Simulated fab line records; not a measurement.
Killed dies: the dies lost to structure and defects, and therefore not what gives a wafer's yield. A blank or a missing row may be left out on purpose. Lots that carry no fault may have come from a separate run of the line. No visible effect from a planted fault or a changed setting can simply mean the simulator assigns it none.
Split-lot experiment	flow n5_finfet	7 lots, 21 wafers read, on a route of 1938 steps

SPLIT DETAILS
At N5_BEOL_M8_COAT_05 (resist thk 90 nm), the setting spin_rpm was moved away from the recipe's 1500 rpm on 12 of the 21 wafers read, by -7.3% to +10.3%. The other wafers ran this setting at the recipe's value.

The file shows no step between the split and the reading.

THE READING
CAR-ArF_of_BEOL_M8_COAT_05.thk_nm (the simulator's own value, which no gauge read), in nm, at N5_BEOL_M8_ETCH_61 (etches SiARC in CF4, target depth 45.5 nm, time 75.8 s). The file gives no usual value for it. Average 50.8 nm, standard deviation 0.31 nm, over the 9 wafers here run with the recipe.

wafer	tool, chamber at the split	spin_rpm as run, rpm	against the recipe	CAR-ArF_of_BEOL_M8_COAT_05.thk_nm, nm	against lot-mates on the recipe
L076.1	litho_track-04, 0	1500	recipe	50.6	-
L076.2	litho_track-04, 0	1500	recipe	50.4	-
L076.4	litho_track-04, 0	1500	recipe	50.4	-
L082.1	litho_track-01, 0	1391	-7.3%	54.4	+3.8
L082.2	litho_track-01, 0	1500	recipe	50.6	-
L082.6	litho_track-01, 0	1391	-7.3%	54.6	+4.0
L089.2	litho_track-05, 0	1652	+10.1%	46.6	no lot-mate on the recipe
L089.3	litho_track-05, 0	1652	+10.1%	46.6	no lot-mate on the recipe
L089.6	litho_track-05, 0	1652	+10.1%	46.4	no lot-mate on the recipe
L093.4	litho_track-01, 0	1500	recipe	51.2	-
L093.5	litho_track-01, 0	1500	recipe	51.2	-
L093.6	litho_track-01, 0	1597	+6.5%	48.6	-2.6
L092.1	litho_track-04, 0	1655	+10.3%	46.2	-4.6
L092.4	litho_track-04, 0	1500	recipe	50.8	-
L092.5	litho_track-04, 0	1655	+10.3%	46.6	-4.2
L094.1	litho_track-04, 0	1581	+5.4%	48.6	-2.2
L094.5	litho_track-04, 0	1500	recipe	50.8	-
L094.6	litho_track-04, 0	1581	+5.4%	48.8	-2.0
L096.1	litho_track-01, 0	1579	+5.3%	49	-2.2
L096.2	litho_track-01, 0	1579	+5.3%	49.2	-2.0
L096.6	litho_track-01, 0	1500	recipe	51.2	-

THE FIT
A straight line over all 21 wafers: CAR-ArF_of_BEOL_M8_COAT_05.thk_nm changes by -0.437 nm for each +1% of spin_rpm; r = -0.99; the points scatter about the line by 0.34 nm.
The same after taking each lot's own level away (the mean of its wafers on the recipe; 18 wafers): -0.454 nm for each +1%; r = -0.99; scatter 0.24 nm.
According to that fit, moving spin_rpm by its largest amount changes the reading by 4.7 nm.
Measured against the standard deviation above, the lots' own levels, which go from 50.47 to 51.20 nm, span 2.3 times it.
The two slopes are in agreement: the lot-to-lot level therefore moves the slope only a little.
Check: with one of the wafers moved furthest among these (+10.3%) left out of the fit, the line predicts -4.48 nm for it against its lot-mates. Against them it came out at -4.6 nm.

FURTHER SPLITS ON THESE WAFERS
Other splits were also applied to these wafers ahead of the reading. Each is held against what the fit with the lots' levels taken away leaves over:
other split on the same wafers	wafers away from the commonest value	r with CAR-ArF_of_BEOL_M8_COAT_05.thk_nm (lot level and that fit taken away)
N5_BEOL_M6_EXPOSE_25 dose_mj	12	+0.17
N5_BEOL_M7_ETCH_61 source_w	5	-0.22
N5_BEOL_M7_COAT_64 spin_rpm	9	+0.09

THE WHOLE CHAIN: every reading that the file lists as answering this split, in the file's order
step	what it does	reading	change (the file's fit)	r (the file's)
N5_BEOL_M8_COAT_05	resist thk 90 nm	CAR-ArF_of_BEOL_M8_COAT_05.thk_nm (the simulator's own value, which no gauge read)	-0.427 nm for each +1% of the setting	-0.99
N5_BEOL_M8_ETCH_61	etches SiARC in CF4, target depth 45.5 nm, time 75.8 s	CAR-ArF_of_BEOL_M8_COAT_05.thk_nm (the simulator's own value, which no gauge read)	-0.438 nm for each +1% of the setting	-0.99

THE FILE'S OWN FIT
CAR-ArF_of_BEOL_M8_COAT_05.thk_nm changes by -0.438 nm for each +1% of spin_rpm, r = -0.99.
